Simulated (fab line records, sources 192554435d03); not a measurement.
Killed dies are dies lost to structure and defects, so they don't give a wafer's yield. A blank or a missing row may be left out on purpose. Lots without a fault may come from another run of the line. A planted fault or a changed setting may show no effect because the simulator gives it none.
Which tool did it? | flow n5_finfet | 7 lots, 21 wafers sampled, at 9 steps of a route of 1938

WHAT THE GAUGES READ, wafer by wafer
N5_FIN_SAQP_INSPECT_18: inspects for defects (brightfield).
lot  | measured    | on                | raw_defect_count
L580 | day 1 21:43 | defect_inspect-01 | 411 280 324
L588 | day 4 00:13 | defect_inspect-02 | 343 317 484
L589 | day 4 04:07 | defect_inspect-01 | 376 1654 289
L594 | day 5 10:35 | defect_inspect-01 | 1839 414 408
L597 | day 6 04:41 | defect_inspect-02 | 422 439 275
L598 | day 6 11:01 | defect_inspect-02 | 524 291 577
L602 | day 7 11:07 | defect_inspect-02 | 555 429 418

N5_FIN_SAQP_INSPECT_40: inspects for defects (brightfield).
lot  | measured    | on                | raw_defect_count
L580 | day 2 01:58 | defect_inspect-01 | 187 206 156
L588 | day 4 04:28 | defect_inspect-02 | 170 263 167
L589 | day 4 08:27 | defect_inspect-01 | 163 1464 148
L594 | day 5 14:49 | defect_inspect-02 | 1661 190 168
L597 | day 6 10:28 | defect_inspect-01 | 194 211 158
L598 | day 6 15:21 | defect_inspect-02 | 360 225 281
L602 | day 7 15:53 | defect_inspect-02 | 223 367 258

N5_FIN_CUT_INSPECT_10: inspects for defects (brightfield).
lot  | measured    | on                | raw_defect_count
L580 | day 2 02:21 | defect_inspect-02 | 24 39 21
L588 | day 4 04:51 | defect_inspect-01 | 40 45 35
L589 | day 4 08:51 | defect_inspect-02 | 24 1360 32
L594 | day 5 15:12 | defect_inspect-02 | 1489 42 31
L597 | day 6 10:59 | defect_inspect-02 | 38 32 26
L598 | day 6 15:52 | defect_inspect-02 | 51 49 38
L602 | day 7 16:23 | defect_inspect-02 | 42 51 34

N5_FIN_CUT_INSPECT_17: inspects for defects (brightfield).
lot  | measured    | on                | raw_defect_count
L580 | day 2 03:19 | defect_inspect-01 | 181 213 151
L588 | day 4 06:00 | defect_inspect-02 | 200 249 168
L589 | day 4 10:13 | defect_inspect-02 | 158 1444 140
L594 | day 5 16:15 | defect_inspect-02 | 1647 185 184
L597 | day 6 11:59 | defect_inspect-02 | 162 182 135
L598 | day 6 16:58 | defect_inspect-02 | 334 231 280
L602 | day 7 17:20 | defect_inspect-02 | 229 368 268

N5_BEOL_M4_RC_MEAS_101.
lot  | measured     | on        | DIBL_N (mV/V)  | DIBL_P (mV/V) | IOFF_N (nA/um) | IOFF_P (nA/um) | ION_N (uA/um) | ION_P (uA/um) | SS_N (mV/dec)  | SS_P (mV/dec)  | VT_N (mV)   | VT_P (mV)
L580 | day 7 19:21  | prober-02 | 34.1 37.8 39.7 | 36 37 40      | 0.12 0.18 0.23 | 0.20 0.22 0.27 | 659 678 679   | 459 466 459   | 70.6 72.3 72.7 | 72.8 73.5 74.2 | 254 251 248 | -249 -250 -245
L588 | day 10 21:11 | prober-01 | 34.4 38.7 37.1 | 35 39 37      | 0.10 0.18 0.14 | 0.16 0.24 0.20 | 657 673 651   | 453 467 452   | 70.8 71.8 71.5 | 73.2 74.1 73.1 | 260 247 252 | -253 -249 -251
L589 | day 10 09:25 | prober-01 | 41.4 37.6 38.9 | 40 35 38      | 0.27 0.15 0.19 | 0.33 0.21 0.28 | 702 671 679   | 477 458 468   | 72.5 71.6 72.4 | 74.7 73.5 73.4 | 244 255 246 | -244 -247 -244
L594 | day 11 19:13 | prober-02 | 35.8 36.5 38.3 | 36 37 38      | 0.13 0.14 0.19 | 0.21 0.21 0.27 | 659 658 682   | 465 455 471   | 71.9 71.5 72.0 | 73.3 73.3 74.3 | 256 252 248 | -249 -250 -248
L597 | day 12 19:31 | prober-01 | 40.7 38.4 34.4 | 41 37 34      | 0.24 0.19 0.12 | 0.26 0.20 0.16 | 697 664 658   | 471 453 449   | 72.1 72.4 71.9 | 74.2 73.8 72.4 | 243 251 255 | -248 -255 -254
L598 | day 12 20:11 | prober-02 | 34.5 36.0 39.9 | 35 35 40      | 0.14 0.14 0.24 | 0.21 0.20 0.28 | 668 668 696   | 462 459 475   | 70.9 71.2 71.8 | 73.5 73.8 74.1 | 249 251 244 | -249 -250 -246
L602 | day 14 00:07 | prober-02 | 37.5 34.7 37.5 | 39 35 40      | 0.18 0.13 0.19 | 0.22 0.17 0.26 | 679 673 677   | 466 459 463   | 72.5 71.5 72.1 | 73.7 73.4 74.5 | 251 254 248 | -252 -252 -249

WHICH TOOL RAN EACH LOT (tool, then ch and the chambers of the sampled wafers, then the start)
lot  | N5_FIN_SAQP_ALD_61               | N5_FIN_SAQP_PECVD_47           | N5_FIN_SAQP_DESCUM_21             | N5_FIN_SAQP_ETCH_51
L580 | ald_sin-04 ch 2,3, day 1 20:27   | pecvd-01 ch 0,2, day 1 20:59   | rie_diel-01 ch 1,2, day 1 21:44   | rie_diel-01 ch 1,2, day 1 21:47
L588 | ald_sin-04 ch 0,1, day 3 22:53   | pecvd-03 ch 1,2, day 3 23:30   | rie_diel-05 ch 1,3, day 4 00:15   | rie_diel-05 ch 1,3, day 4 00:17
L589 | ald_sin-04 ch 1,2,3, day 4 02:58 | pecvd-03 ch 0,1,2, day 4 03:31 | rie_diel-03 ch 0,1,3, day 4 04:08 | rie_diel-03 ch 0,1,3, day 4 04:10
L594 | ald_sin-04 ch 0,1, day 5 09:18   | pecvd-03 ch 0,2, day 5 09:52   | rie_diel-01 ch 1,3, day 5 10:37   | rie_diel-01 ch 1,3, day 5 10:38
L597 | ald_sin-02 ch 0,1, day 6 03:28   | pecvd-04 ch 0,1, day 6 04:02   | rie_diel-05 ch 2,3, day 6 05:13   | rie_diel-05 ch 2,3, day 6 05:15
L598 | ald_sin-02 ch 0,1, day 6 09:40   | pecvd-01 ch 1,2, day 6 10:14   | rie_diel-05 ch 1,2,3, day 6 11:03 | rie_diel-05 ch 1,2,3, day 6 11:05
L602 | ald_sin-01 ch 0,1,3, day 7 09:50 | pecvd-03 ch 0,1,2, day 7 10:32 | rie_diel-05 ch 1,2,3, day 7 11:31 | rie_diel-05 ch 1,2,3, day 7 11:32
- N5_FIN_SAQP_ALD_61: deposits SiO2, target thk 4 nm, pulse time 1 s, purge time 2 s.
- N5_FIN_SAQP_PECVD_47: deposits a-Si from SiH4/He, target thk 45 nm, time 36.3 s.
- N5_FIN_SAQP_DESCUM_21: chemistry O2, time 7.9 s.
- N5_FIN_SAQP_ETCH_51: etches SiARC in CF4, target depth 45.5 nm, time 75.8 s.

WHAT THE TOOLS THEMSELVES READ (means of the sampled wafers that have a number; where no wafer has one, the mark that the record gives instead)
N5_FIN_SAQP_ALD_61.
lot  | tool       | heater_power_outer_w (W) | heater_power_w (W) | precursor_pulse_height_rel
L580 | ald_sin-04 | 263                      | 475                | 1.002
L588 | ald_sin-04 | 290                      | 513                | 1.015
L589 | ald_sin-04 | 275                      | 490                | 0.989
L594 | ald_sin-04 | 261                      | 487                | 1.001
L597 | ald_sin-02 | 285                      | 520                | 0.984
L598 | ald_sin-02 | 285                      | 525                | 0.993
L602 | ald_sin-01 | 282                      | 493                | 1.009

N5_FIN_SAQP_PECVD_47.
lot  | tool     | heater_power_outer_w (W) | heater_power_w (W) | showerhead_plenum_p_Torr (Torr) | throttle_valve_pct (%)
L580 | pecvd-01 | 538                      | 872                | 5.64                            | 17.2
L588 | pecvd-03 | 528                      | 887                | 5.71                            | 18.3
L589 | pecvd-03 | 532                      | 907                | 5.68                            | 18.3
L594 | pecvd-03 | 562                      | 911                | 5.65                            | 18.1
L597 | pecvd-04 | 442                      | 717                | 5.63                            | 19.0
L598 | pecvd-01 | 532                      | 823                | 5.71                            | 17.3
L602 | pecvd-03 | 580                      | 962                | 5.69                            | 18.5

N5_FIN_SAQP_DESCUM_21.
lot  | tool        | drypump_motor_current_A (A) | oes_product_au (a.u.) | rf_vpp_V (V) | showerhead_plenum_p_Torr (Torr) | throttle_valve_pct (%)
L580 | rie_diel-01 | 5.6                         | 0.73                  | 243.3        | 2.07                            | 20.98
L588 | rie_diel-05 | 6.1                         | 0.75                  | 241.6        | 2.08                            | 20.57
L589 | rie_diel-03 | 5.3                         | 0.76                  | 243.5        | 2.06                            | 20.52
L594 | rie_diel-01 | 5.4                         | 0.77                  | 244.5        | 2.14                            | 20.41
L597 | rie_diel-05 | 6.1                         | 0.88                  | 241.7        | 2.08                            | 20.21
L598 | rie_diel-05 | 5.8                         | 0.82                  | 242.1        | 2.07                            | 20.44
L602 | rie_diel-05 | 5.8                         | 0.80                  | 242.6        | 2.07                            | 20.45

N5_FIN_SAQP_ETCH_51.
lot  | tool        | drypump_motor_current_A (A) | etch_rf_on_time_s (s) | oes_product_au (a.u.) | rf_vpp_V (V) | showerhead_plenum_p_Torr (Torr) | throttle_valve_pct (%)
L580 | rie_diel-01 | 5.6                         | 76.2                  | 0.62                  | 184.1        | 2.10                            | 15.98
L588 | rie_diel-05 | 6.0                         | 75.7                  | 0.65                  | 184.2        | 2.11                            | 15.63
L589 | rie_diel-03 | 5.3                         | 77.8                  | 0.64                  | 183.2        | 2.12                            | 15.77
L594 | rie_diel-01 | 5.4                         | 76.6                  | 0.66                  | 184.2        | 2.18                            | 15.52
L597 | rie_diel-05 | 6.1                         | 74.7                  | 0.75                  | 183.8        | 2.12                            | 15.35
L598 | rie_diel-05 | 5.9                         | 74.9                  | 0.70                  | 182.6        | 2.10                            | 15.53
L602 | rie_diel-05 | 5.9                         | 75.4                  | 0.69                  | 182.7        | 2.10                            | 15.56

THE ANSWER, worked out from the rows above alone
Rule: what is usual is taken from the lots themselves. Put in order of their means at a reading, lots are off if they are a third of the lots or fewer, leave a main group of 4 or more, and stand apart from it by a gap of 3 or more times the standard deviation of the main group's means; of several such gaps the widest counts. A main group whose means are all the same, to the digits that the tables above print for the reading, isn't used. A lot without any number at a reading at which 4 lots or more have one is off too. The other lots that the step has rows for count as sound. The gauges are gone through in route order, then the tools' own readings, and for those a lot's mean is taken as printed above. The first step at which some lot is off is used, and at that step the reading that is off furthest; a lot without a number counts as furthest.
Off: L589, L594, at N5_FIN_SAQP_INSPECT_18 (raw_defect_count). The main group: mean 406, standard deviation 51.
A tool fits if, at a process step before that reading, it ran every lot that is off, and no sound lot after the first of them. The gauges at N5_FIN_SAQP_INSPECT_18 aren't tried: what is off there is off at N5_FIN_CUT_INSPECT_10 too, on other tools, and a gauge's error can't cause that. One fits: ald_sin-04 at N5_FIN_SAQP_ALD_61. Its last sound lot is L588 (day 3 22:53), its first lot that is off L589 (day 4 02:58): a fault that began between those two fits.

WHAT THE SIMULATOR HAD PUT IN
Chamber particle source: ald_sin-04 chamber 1, from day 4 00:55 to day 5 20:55, at N5_FIN_SAQP_ALD_61. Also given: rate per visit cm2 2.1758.
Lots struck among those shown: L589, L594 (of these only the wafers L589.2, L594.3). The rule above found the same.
